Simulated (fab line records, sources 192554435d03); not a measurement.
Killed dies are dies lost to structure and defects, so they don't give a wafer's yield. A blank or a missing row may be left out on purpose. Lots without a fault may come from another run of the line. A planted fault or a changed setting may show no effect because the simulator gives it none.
Split-lot experiment | flow n5_finfet | 7 lots, 39 wafers read, on a route of 1938 steps

THE SPLIT
At N5_BEOL_M9_ETCH_66 (etches SOC in N2/H2, target depth 80 nm, overetch 16 nm, time 120 s), the setting time_s was moved away from the recipe's 120 s on 6 of the 39 wafers read, by +15.5% to +54.1%. The other wafers ran this setting at the recipe's value.

The reading is taken at the split's own step.

THE READING
SiARC_of_BEOL_M9_COAT_64.thk_nm (the simulator's own value, which no gauge read), in nm, at N5_BEOL_M9_ETCH_66 (etches SOC in N2/H2, target depth 80 nm, overetch 16 nm, time 120 s). The file gives no usual value for it. The 33 wafers here that ran the recipe average 6.4 nm, standard deviation 0.25 nm.

wafer  | tool, chamber at the split | time_s as run, s | against the recipe | SiARC_of_BEOL_M9_COAT_64.thk_nm, nm | against lot-mates on the recipe
L077.1 | rie_diel-06, 3             | 120              | recipe             | 6.4                                 | -
L077.2 | rie_diel-06, 0             | 120              | recipe             | 6.2                                 | -
L077.3 | rie_diel-06, 1             | 184.9            | +54.1%             | 2.8                                 | -3.4
L077.4 | rie_diel-06, 2             | 184.9            | +54.1%             | 3.8                                 | -2.4
L077.5 | rie_diel-06, 2             | 184.9            | +54.1%             | 3.8                                 | -2.4
L077.6 | rie_diel-06, 1             | 120              | recipe             | 6                                   | -
L079.1 | rie_diel-02, 0             | 120              | recipe             | 6.8                                 | -
L079.2 | rie_diel-02, 1,2,1         | 120              | recipe             | 6.2                                 | -
L079.3 | rie_diel-02, 1,2,1         | 120              | recipe             | 6.2                                 | -
L079.5 | rie_diel-02, 1,2,1         | 120              | recipe             | 6.2                                 | -
L079.4 | rie_diel-02, 3,0           | 120              | recipe             | 6.6                                 | -
L079.6 | rie_diel-02, 3,0           | 120              | recipe             | 6.6                                 | -
L082.1 | rie_diel-02, 2             | 120              | recipe             | 6.4                                 | -
L082.6 | rie_diel-02, 2             | 120              | recipe             | 6.4                                 | -
L082.2 | rie_diel-02, 1             | 138.6            | +15.5%             | 5.4                                 | -1.1
L082.3 | rie_diel-02, 3             | 120              | recipe             | 6.6                                 | -
L082.4 | rie_diel-02, 0,3           | 138.6            | +15.5%             | 5.8                                 | -0.7
L082.5 | rie_diel-02, 0,3           | 138.6            | +15.5%             | 5.8                                 | -0.7
L083.1 | rie_diel-06, 3             | 120              | recipe             | 6.6                                 | -
L083.5 | rie_diel-06, 3             | 120              | recipe             | 6.6                                 | -
L083.2 | rie_diel-06, 1             | 120              | recipe             | 6                                   | -
L083.3 | rie_diel-06, 0             | 120              | recipe             | 6.4                                 | -
L083.4 | rie_diel-06, 2             | 120              | recipe             | 6.8                                 | -
L083.6 | rie_diel-06, 2             | 120              | recipe             | 6.8                                 | -
L087.1 | rie_diel-02, 0             | 120              | recipe             | 6.8                                 | -
L087.2 | rie_diel-02, 3             | 120              | recipe             | 6.6                                 | -
L087.3 | rie_diel-02, 2,2,1         | 120              | recipe             | 6.4                                 | -
L087.5 | rie_diel-02, 2,2,1         | 120              | recipe             | 6.4                                 | -
L087.6 | rie_diel-02, 2,2,1         | 120              | recipe             | 6.4                                 | -
L087.4 | rie_diel-02, 1             | 120              | recipe             | 6.2                                 | -
L089.1 | rie_diel-06, 1             | 120              | recipe             | 6                                   | -
L089.6 | rie_diel-06, 1             | 120              | recipe             | 6                                   | -
L089.2 | rie_diel-06, 3,0           | 120              | recipe             | 6.4                                 | -
L089.3 | rie_diel-06, 3,0           | 120              | recipe             | 6.4                                 | -
L089.4 | rie_diel-06, 2             | 120              | recipe             | 6.8                                 | -
L089.5 | rie_diel-06, 2             | 120              | recipe             | 6.8                                 | -
L097.2 | rie_diel-02, 1             | 120              | recipe             | 6.2                                 | -
L097.4 | rie_diel-02, 3,0           | 120              | recipe             | 6.6                                 | -
L097.5 | rie_diel-02, 3,0           | 120              | recipe             | 6.6                                 | -
Where a row lists several chambers, the file gives one row for several wafers and doesn't say which wafer went through which chamber.

THE FIT
A straight line over all 39 wafers: SiARC_of_BEOL_M9_COAT_64.thk_nm changes by -0.0546 nm for each +1% of time_s; r = -0.95; the points scatter about the line by 0.28 nm.
The same after taking each lot's own level away (the mean of its wafers on the recipe; 39 wafers): -0.0506 nm for each +1%; r = -0.94; scatter 0.27 nm.
On that fit, the largest move of time_s shifts the reading by 2.7 nm.
The lots' own levels span 6.20 to 6.53 nm, that is 1.3 times the standard deviation above.
So the lot-to-lot level changes the slope little: the two slopes agree.
Check: with one of the wafers moved furthest among these (+54.1%) left out of the fit, the line predicts -2.44 nm for it against its lot-mates. It came out at -3.4 nm against them.

OTHER SPLITS ON THESE WAFERS
These wafers also went through other splits before the reading. Each is held against what the fit with the lots' levels taken away leaves over:
other split on the same wafers   | wafers away from the commonest value | r with SiARC_of_BEOL_M9_COAT_64.thk_nm (lot level and that fit taken away)
N5_BEOL_M5_TRENCH_ETCH_37 time_s | 9                                    | -0.05
N5_BEOL_M7_DEP_56 target_thk_a   | 12                                   | +0.02

THE FILE'S OWN FIT
SiARC_of_BEOL_M9_COAT_64.thk_nm changes by -0.0506 nm for each +1% of time_s, r = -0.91.
